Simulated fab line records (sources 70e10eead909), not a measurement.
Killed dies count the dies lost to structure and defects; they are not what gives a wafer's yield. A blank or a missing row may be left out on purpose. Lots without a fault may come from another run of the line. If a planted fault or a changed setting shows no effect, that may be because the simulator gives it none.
fab line records -- flow nand-harc
record: lots: 6, wafers: 18, last-day: 24
route steps=1159 shown A_SOURCE_PLATE@416 A_ONON_D1@424 END@1159
lots with no fault: from the same line, run without faults
start-h: the number of hours between the record's first day and the start of the first shown wafer of the lot -- wait-h: hours from the lot's prior step to this one -- " same as the row above -- L1.1+2: a single row standing in for several wafers -- - no value, or no start given -- * or withheld: withheld -- < > ~ a bound
route shown NAME@n: a module of which the file shows steps, and the number in the route of the first -- usual: mean/standard deviation taken from wafers without a fault -- same: alike in all rows -- chamber/n: place in a boat -- sites: readings site by site -- _std_site: how widely they spread, as a standard deviation -- _edge_site: outer sites' mean less inner sites' -- radius-mm: how far each site lies from the wafer's centre -- mask NAME#n: copy n -- behind: the most recent tool/chamber to have shaped the wafer -- hold: cause of the lot's hold/its duration in hours/its outcome -- device: the n, p or np transistor that did not switch -- end of line: tests run on the same wafers once the route is complete -- a step without rows: its recipe alone -- killed: not the wafer's yield, but the dies lost to structure and defects at the first sort -- map: the dies of a wafer, with x for killed, . for not killed, _ for no die there
set.NAME: the setting as run; set.NAME@STEP: as run at that earlier step -- model.NAME: the simulator's own value behind a step, which no gauge read
lots seen at some steps along the route; tables by step, rows by wafer
services: when a tool's chamber went out of use (start-h, in hours from the record's first day, below 0 if earlier), for how many hours, and the reason
== steps ==
step: NHARC_A_SOURCE_PLATE_THK_MEAS_09
recipe: thk-meas-gauge: ellipsometry
usual: thk-nm: 9.5/1
lot.wafer,tool,chamber,start-h,wait-h,thk-nm
L995.2,film-metro-02,-,164.84,0.4,10.8
L995.3,film-metro-02,-,164.84,0.4,10.5
L995.5,film-metro-02,-,164.84,0.4,10.4
L101.3,film-metro-02,-,191.19,0.4,9.1
L101.4,film-metro-02,-,191.19,0.4,9.5
L101.5,film-metro-02,-,191.19,0.4,8.4
L103.4,film-metro-01,-,219.40,0.4,9.3
L103.5,film-metro-01,-,219.40,0.4,8.9
L103.6,film-metro-01,-,219.40,0.4,10.5
L106.1,film-metro-01,-,219.40,0.4,11.1
L106.4,film-metro-01,-,219.40,0.4,9.8
L106.5,film-metro-01,-,219.40,0.4,9.6
L112.3,film-metro-01,-,264.98,0.4,8.1
L112.4,film-metro-01,-,264.98,0.4,9.3
L112.6,film-metro-01,-,264.98,0.4,11.7
L115.1,film-metro-02,-,282.96,0.4,6.8
L115.2,film-metro-02,-,282.96,0.4,10.3
L115.5,film-metro-02,-,282.96,0.4,10.4
step: NHARC_A_SOURCE_PLATE_PVD_04
recipe: target-thk-a: 500, material: WSi2
step: NHARC_A_SOURCE_PLATE_CVD_03
recipe: target-thk-a: 2000, temp-c: 620, pressure-mtorr: 200, time-s: 4000, material: poly-Si
step: NHARC_A_SOURCE_PLATE_ANNEAL_05
recipe: temp-c: 850, time-s: 1800
step: NHARC_A_SOURCE_PLATE_THK_MEAS_06
recipe: thk-meas-gauge: ellipsometry
usual: thk-nm: 200.1/2.2
lot.wafer,tool,chamber,start-h,wait-h,thk-nm
L995.2,film-metro-01,-,178.44,0.4,202.4
L995.3,film-metro-01,-,178.44,0.4,205.8
L995.5,film-metro-01,-,178.44,0.4,204.2
L101.3,film-metro-02,-,204.65,0.4,205.1
L101.4,film-metro-02,-,204.65,0.4,202.8
L101.5,film-metro-02,-,204.65,0.4,200.8
L106.1,film-metro-01,-,232.27,0.4,199.8
L106.4,film-metro-01,-,232.27,0.4,199.7
L106.5,film-metro-01,-,232.27,0.4,200.0
L103.4,film-metro-01,-,232.27,0.4,202.7
L103.5,film-metro-01,-,232.27,0.4,200.7
L103.6,film-metro-01,-,232.27,0.4,200.5
L112.3,film-metro-01,-,278.16,0.4,199.1
L112.4,film-metro-01,-,278.16,0.4,197.6
L112.6,film-metro-01,-,278.16,0.4,198.5
L115.1,film-metro-01,-,296.05,0.4,198.7
L115.2,film-metro-01,-,296.05,0.4,197.3
L115.5,film-metro-01,-,296.05,0.4,199.4
step: NHARC_A_SOURCE_PLATE_INSPECT_08
usual: raw-defect-count: 60/19
lot.wafer,tool,chamber,start-h,wait-h,raw-defect-count
L995.2,defect-inspect-02,-,178.50,0.0,62
L995.3,defect-inspect-02,-,178.50,0.0,67
L995.5,defect-inspect-02,-,178.50,0.0,70
L101.3,defect-inspect-02,-,204.72,0.0,63
L101.4,defect-inspect-02,-,204.72,0.0,75
L101.5,defect-inspect-02,-,204.72,0.0,74
L103.4,defect-inspect-01,-,232.34,0.0,68
L103.5,defect-inspect-01,-,232.34,0.0,45
L103.6,defect-inspect-01,-,232.34,0.0,68
L106.1,defect-inspect-02,-,232.35,0.0,70
L106.4,defect-inspect-02,-,232.35,0.0,77
L106.5,defect-inspect-02,-,232.35,0.0,49
L112.3,defect-inspect-02,-,278.24,0.0,85
L112.4,defect-inspect-02,-,278.24,0.0,46
L112.6,defect-inspect-02,-,278.24,0.0,54
L115.1,defect-inspect-02,-,296.11,0.0,58
L115.2,defect-inspect-02,-,296.11,0.0,36
L115.5,defect-inspect-02,-,296.11,0.0,19
step: NHARC_A_ONON_D1_DEP_00
recipe: target-thk-a: 10000, n2-flow-sccm: 2750, n2o-flow-sccm: 2000, nh3-flow-sccm: 500, sih4-flow-sccm: 210, temp-c: 400
step: NHARC_A_ONON_D1_THK_MEAS_02
recipe: thk-meas-gauge: ellipsometry
usual: thk-nm: 1000/9.6
lot.wafer,tool,chamber,start-h,wait-h,thk-nm
L995.2,film-metro-01,-,179.09,-,1001
L995.3,film-metro-01,-,179.09,-,1001
L995.5,film-metro-01,-,179.09,-,1002
L101.3,film-metro-01,-,205.29,-,1005
L101.4,film-metro-01,-,205.29,-,1005
L101.5,film-metro-01,-,205.29,-,1006
L103.4,film-metro-02,-,232.94,-,990
L103.5,film-metro-02,-,232.94,-,992
L103.6,film-metro-02,-,232.94,-,990
L106.1,film-metro-02,-,233.23,-,1013
L106.4,film-metro-02,-,233.23,-,1013
L106.5,film-metro-02,-,233.23,-,1010
L112.3,film-metro-02,-,278.81,-,989
L112.4,film-metro-02,-,278.81,-,988
L112.6,film-metro-02,-,278.81,-,990
L115.1,film-metro-02,-,296.71,-,999
L115.2,film-metro-02,-,296.71,-,1001
L115.5,film-metro-02,-,296.71,-,1000
step: NHARC_A_ONON_D1_DEP_03
recipe: target-thk-a: 10000, n2-flow-sccm: 2750, n2o-flow-sccm: 2000, nh3-flow-sccm: 500, sih4-flow-sccm: 210, temp-c: 400
step: NHARC_A_ONON_D1_THK_MEAS_05
recipe: thk-meas-gauge: ellipsometry
usual: thk-nm: 998/11
lot.wafer,tool,chamber,start-h,wait-h,thk-nm
L995.2,film-metro-02,-,179.65,-,996
L995.3,film-metro-02,-,179.65,-,995
L995.5,film-metro-02,-,179.65,-,997
L101.3,film-metro-02,-,205.86,-,1003
L101.4,film-metro-02,-,205.86,-,1003
L101.5,film-metro-02,-,205.86,-,1000
L103.4,film-metro-02,-,233.59,-,993
L103.5,film-metro-02,-,233.59,-,993
L103.6,film-metro-02,-,233.59,-,991
L106.1,film-metro-02,-,233.81,-,996
L106.4,film-metro-02,-,233.81,-,996
L106.5,film-metro-02,-,233.81,-,997
L112.3,film-metro-02,-,279.39,-,1001
L112.4,film-metro-02,-,279.39,-,1002
L112.6,film-metro-02,-,279.39,-,1001
L115.1,film-metro-01,-,297.28,-,1016
L115.2,film-metro-01,-,297.28,-,1015
L115.5,film-metro-01,-,297.28,-,1017
step: NHARC_A_ONON_D1_DEP_06
recipe: target-thk-a: 10000, n2-flow-sccm: 2750, n2o-flow-sccm: 2000, nh3-flow-sccm: 500, sih4-flow-sccm: 210, temp-c: 400
lot.wafer,tool,chamber,start-h,wait-h
L995.2+3+5,pecvd-onon-04,0,179.76,0.1
L101.3+4+5,pecvd-onon-04,0,206.04,0.2
L103.4+5+6,pecvd-onon-04,0,233.82,0.2
L106.1+4+5,pecvd-onon-01,0,233.86,0.1
L112.3+4+6,pecvd-onon-01,0,279.56,0.2
L115.1+2+5,pecvd-onon-04,0,297.35,0.1
step: NHARC_A_ONON_D1_THK_MEAS_08
recipe: thk-meas-gauge: ellipsometry
usual: thk-nm: 998/9.3
lot.wafer,tool,chamber,start-h,wait-h,thk-nm
L995.2,film-metro-02,-,180.21,-,994
L995.3,film-metro-02,-,180.21,-,992
L995.5,film-metro-02,-,180.21,-,993
L101.3,film-metro-01,-,206.44,-,1528
L101.4,film-metro-01,-,206.44,-,1529
L101.5,film-metro-01,-,206.44,-,1528
L103.4,film-metro-02,-,234.16,-,1535
L103.5,film-metro-02,-,234.16,-,1535
L103.6,film-metro-02,-,234.16,-,1000
L106.1,film-metro-02,-,234.37,-,976
L106.4,film-metro-02,-,234.37,-,975
L106.5,film-metro-02,-,234.37,-,976
L112.3,film-metro-01,-,279.95,-,1024
L112.4,film-metro-01,-,279.95,-,1025
L112.6,film-metro-01,-,279.95,-,1024
L115.1,film-metro-02,-,297.86,-,988
L115.2,film-metro-02,-,297.86,-,989
L115.5,film-metro-02,-,297.86,-,989
step: NHARC_A_ONON_D1_DEP_09
recipe: target-thk-a: 10000, n2-flow-sccm: 2750, n2o-flow-sccm: 2000, nh3-flow-sccm: 500, sih4-flow-sccm: 210, temp-c: 400
step: NHARC_END_SORT_01
recipe: temp-c: 25
usual: killed-at-array: 28/10, killed-at-other: 0.6/1.1, killed-at-periphery: 3.6/2.6, killed-dies: 32/10, killed-open: 3.3/1.8, killed-short: 1.9/1.4
same: gross-dies: 677
lot.wafer,tool,chamber,start-h,wait-h,killed-at-array,killed-at-other,killed-at-periphery,killed-dies,killed-open,killed-short
L101.3,prober-01,0,506.91,3.1,668,0,9,677,3,2
L101.4,prober-01,0,507.71,3.4,672,1,4,677,6,4
L101.5,prober-01,0,508.52,3.7,671,0,6,677,4,0
L103.4,prober-01,0,536.72,3.4,675,0,2,677,1,2
L103.5,prober-01,0,537.53,3.7,674,1,2,677,2,2
killed by level:class
L101.3 A_ONON_D1:area-dep=640 A_SLIT:chamber-film-flake=11 A_CHANNEL_HOLE_D1:chamber-film-flake=10 P_STI:chamber-film-flake=6 P_GATE:geometric-particle:open=1 A_CHANNEL_FILL_D1:geometric-particle:short=1 A_WL_FILL:geometric-particle:short=1 A_CONTACT:geometric-particle:open=1
L101.4 A_ONON_D1:area-dep=632 A_CHANNEL_HOLE_D1:chamber-film-flake=18 A_SLIT:chamber-film-flake=7 A_CHANNEL_FILL_D1:geometric-particle:open=3 A_WL_FILL:geometric-particle:short=2 P_STI:chamber-film-flake=2 A_ZERO_WELL:chamber-film-flake=2 A_CONTACT:chamber-film-flake=2
L101.5 A_ONON_D1:area-dep=639 A_CHANNEL_HOLE_D1:chamber-film-flake=17 A_SLIT:chamber-film-flake=11 P_STI:chamber-film-flake=4 P_CONTACT:geometric-particle:open=1 A_CHANNEL_FILL_D1:geometric-particle:open=1 A_BLC:geometric-particle:open=1 A_M0:geometric-particle:open=1
L103.4 A_ONON_D1:area-dep=664 A_CHANNEL_HOLE_D1:chamber-film-flake=5 A_CONTACT:chamber-film-flake=3 P_CONTACT:geometric-particle:open=1 A_CHANNEL_HOLE_D1:geometric-particle:short=1 A_CONTACT:geometric-particle:short=1 P_ZERO_WELL:chamber-film-flake=1 A_ZERO_WELL:chamber-film-flake=1
L103.5 A_ONON_D1:area-dep=662 A_CHANNEL_HOLE_D1:chamber-film-flake=7 P_CONTACT:geometric-particle:open=1 A_ONON_D1:geometric-particle:open=1 A_CHANNEL_FILL_D1:geometric-particle:short=1 A_M0:geometric-particle:short=1 P_ZERO_WELL:chamber-film-flake=1 A_ZERO_WELL:chamber-film-flake=1
map L101.3 (x killed, . not)
____________x____________
_________xxxxxxx_________
_______xxxxxxxxxxx_______
______xxxxxxxxxxxxx______
_____xxxxxxxxxxxxxxx_____
____xxxxxxxxxxxxxxxxx____
____xxxxxxxxxxxxxxxxx____
___xxxxxxxxxxxxxxxxxxx___
___xxxxxxxxxxxxxxxxxxx___
__xxxxxxxxxxxxxxxxxxxxx__
__xxxxxxxxxxxxxxxxxxxxx__
_xxxxxxxxxxxxxxxxxxxxxxx_
_xxxxxxxxxxxxxxxxxxxxxxx_
_xxxxxxxxxxxxxxxxxxxxxxx_
_xxxxxxxxxxxxxxxxxxxxxxx_
_xxxxxxxxxxxxxxxxxxxxxxx_
xxxxxxxxxxxxxxxxxxxxxxxxx
xxxxxxxxxxxxxxxxxxxxxxxxx
xxxxxxxxxxxxxxxxxxxxxxxxx
xxxxxxxxxxxxxxxxxxxxxxxxx
xxxxxxxxxxxxxxxxxxxxxxxxx
_xxxxxxxxxxxxxxxxxxxxxxx_
_xxxxxxxxxxxxxxxxxxxxxxx_
_xxxxxxxxxxxxxxxxxxxxxxx_
_xxxxxxxxxxxxxxxxxxxxxxx_
_xxxxxxxxxxxxxxxxxxxxxxx_
__xxxxxxxxxxxxxxxxxxxxx__
__xxxxxxxxxxxxxxxxxxxxx__
___xxxxxxxxxxxxxxxxxxx___
___xxxxxxxxxxxxxxxxxxx___
____xxxxxxxxxxxxxxxxx____
____xxxxxxxxxxxxxxxxx____
_____xxxxxxxxxxxxxxx_____
______xxxxxxxxxxxxx______
_______xxxxxxxxxxx_______
_________xxxxxxx_________
____________x____________
map L103.4 (x killed, . not)
____________x____________
_________xxxxxxx_________
_______xxxxxxxxxxx_______
______xxxxxxxxxxxxx______
_____xxxxxxxxxxxxxxx_____
____xxxxxxxxxxxxxxxxx____
____xxxxxxxxxxxxxxxxx____
___xxxxxxxxxxxxxxxxxxx___
___xxxxxxxxxxxxxxxxxxx___
__xxxxxxxxxxxxxxxxxxxxx__
__xxxxxxxxxxxxxxxxxxxxx__
_xxxxxxxxxxxxxxxxxxxxxxx_
_xxxxxxxxxxxxxxxxxxxxxxx_
_xxxxxxxxxxxxxxxxxxxxxxx_
_xxxxxxxxxxxxxxxxxxxxxxx_
_xxxxxxxxxxxxxxxxxxxxxxx_
xxxxxxxxxxxxxxxxxxxxxxxxx
xxxxxxxxxxxxxxxxxxxxxxxxx
xxxxxxxxxxxxxxxxxxxxxxxxx
xxxxxxxxxxxxxxxxxxxxxxxxx
xxxxxxxxxxxxxxxxxxxxxxxxx
_xxxxxxxxxxxxxxxxxxxxxxx_
_xxxxxxxxxxxxxxxxxxxxxxx_
_xxxxxxxxxxxxxxxxxxxxxxx_
_xxxxxxxxxxxxxxxxxxxxxxx_
_xxxxxxxxxxxxxxxxxxxxxxx_
__xxxxxxxxxxxxxxxxxxxxx__
__xxxxxxxxxxxxxxxxxxxxx__
___xxxxxxxxxxxxxxxxxxx___
___xxxxxxxxxxxxxxxxxxx___
____xxxxxxxxxxxxxxxxx____
____xxxxxxxxxxxxxxxxx____
_____xxxxxxxxxxxxxxx_____
______xxxxxxxxxxxxx______
_______xxxxxxxxxxx_______
_________xxxxxxx_________
____________x____________
== services ==
tool,chamber,start-h,hours,kind
pecvd-onon-01,-,195.24,13.0,pm
pecvd-onon-04,-,237.01,13.0,pm
== key ==
first-sign: step: NHARC_A_ONON_D1_THK_MEAS_08, reading: thk-nm, direction: up, sigmas: 57, usual: 998, struck: 1531
effect: step: NHARC_END_SORT_01, reading: killed-at-array, direction: up, sigmas: 63, usual: 28, struck: 672
more-kills-born-at: NHARC_A_ONON_D1_DEP_06@pecvd-onon-04: 3237
met-at NHARC_A_ONON_D1_DEP_06
struck-wafers L101.3,L101.4,L101.5,L103.4,L103.5
later-rows-left-out L101.3,L101.4,L101.5,L103.4,L103.5
tester-left-out L101,L103
onset-between 179.76 206.04
fault: kind: process-parameter-drift, tool: pecvd-onon-04, chamber: -, onset-h: 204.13, steps: NHARC_A_ONON_D1_DEP_06, channel: target-thk-a, offset: *, shape: step, end-h: 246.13, scope: struck-wafers-only, acts-in: *, stated: *
tester-left-out: of these lots the tester's yield and bins aren't shown, on N5 and GAA mostly nor the transistor test; their killed dies are dies lost to structure and defects alone, not to doping, threshold or leakage, so they don't give the yield
later-rows-left-out: the simulator's readings of these wafers behind a module that went badly wrong aren't trusted and aren't shown, but for the sort
